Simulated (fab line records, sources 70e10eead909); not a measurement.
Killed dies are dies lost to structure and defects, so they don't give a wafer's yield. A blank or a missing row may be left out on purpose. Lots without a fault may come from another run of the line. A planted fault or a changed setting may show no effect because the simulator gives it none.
A struck lot beside a sound one | flow nand_harc | 14 steps out of a route of 1302
Sound: wafers L593.1, L593.2, L593.5. Struck: wafer L604.6. (L604.4 of the same lot was not struck and is left out.) The cause comes at the end.
At each step with rows: each side's tool, then ch and its chambers, then its first start. Under that, the readings that differ: sound wafers | struck wafers | difference of the means | sigmas: that difference in standard deviations of wafers without a fault.
alike: readings whose means differ by less than 2 such deviations, and words and numbers that are the same on both sides. not compared: withheld readings, readings that some wafer has no value for, bounds like >300 that may hide the same value, and numbers for which the record gives no deviation and whose values overlap.
The two part at a step that has a row with sigmas, a row that says differs or no value, or rows on one side only. Numbers that don't overlap but have no deviation are shown without sigmas and don't part them. A reading that every wafer of one side lacks parts them only if that side has two wafers or more.

NHARC_P_M1_CMP_23: polishes, t overpolish 20 s, target thk 157.82 nm.
  sound on cmp-04 ch 0,3, day 8 20:04; struck on cmp-03 ch 2, day 13 07:32
  reading                | sound          | struck | difference | sigmas
  time_to_endpoint_s (s) | 27.7 28.5 25.5 | 33.6   | +6.4       | +3
  alike: motor_current_A, slurry_flow_ml_min
NHARC_P_M1_THK_MEAS_24: measures by xrf.
  sound on film_metro-02, day 8 20:21; struck on film_metro-01, day 13 07:50
  alike: thk_nm
then, 1 step without rows for these wafers: NHARC_P_M1_SRD_25.
NHARC_P_M1_INSPECT_27:
  sound on defect_inspect-02, day 8 20:31; struck on defect_inspect-01, day 13 07:59
  reading          | sound       | struck | difference | sigmas
  raw_defect_count | 396 377 342 | 148    | -224       | -2
NHARC_P_M1_PRE_CLEAN_32: time 12 s.
  sound on pecvd-02 ch 1,2, day 8 20:34; struck on pecvd-04 ch 2, day 13 08:07
  alike: heater_power_w
NHARC_P_M1_DEP_33: deposits SiCN, target thk 30 nm.
  sound on pecvd-02 ch 1,2, day 8 20:39; struck on pecvd-04 ch 2, day 13 08:19
  alike: heater_power_w
then, 5 steps without rows for these wafers: NHARC_P_M2_DEP_00 (deposits SiOC, target thk 182.5 nm); NHARC_P_M2_DEHYDRATE_01 (time 120 s); NHARC_P_M2_HMDS_02 (time 30 s); NHARC_P_M2_COAT_34 (time 65 s); NHARC_P_M2_COAT_03 (resist thk 90 nm).
NHARC_P_M2_SOFTBAKE_04: time 55 s.
  sound on litho_track-04 ch 0, day 8 21:00; struck on litho_track-01 ch 0, day 13 08:00
  reading                  | sound                | struck | difference | sigmas
  heater_power_total_W (W) | 188.48 188.31 188.49 | 322.95 | +134.52    | +99 or more
then, 1 step without rows for these wafers: NHARC_P_M2_EBR_05.
-- the record jumps here: 19 days lie between the struck wafers' starts before and after (it left off in module P_M2 and takes up again in module END, whose first step shown is number 1302 of the route) --
NHARC_END_SORT_01:
  sound on prober-01 ch 0, day 27 07:19; struck on prober-02 ch 0, day 31 20:30
  reading                | sound    | struck | difference | sigmas
  killed_at_other        | 0 4 3    | 0      | -2         | -2
  sort_rim_yield_pct (%) | 97 97 97 | 88     | -9         | -2
  alike: defect_limited_yield, killed_at_array, killed_at_periphery, killed_dies, killed_open, killed_short, sort_bin_2_pct, sort_bin_3_pct, sort_bin_4_pct, sort_n_pass, sort_yield_pct

WHERE THEY PART
First at NHARC_P_M1_CMP_23; last, within this record, at NHARC_END_SORT_01.

WHY: what the simulator had put in
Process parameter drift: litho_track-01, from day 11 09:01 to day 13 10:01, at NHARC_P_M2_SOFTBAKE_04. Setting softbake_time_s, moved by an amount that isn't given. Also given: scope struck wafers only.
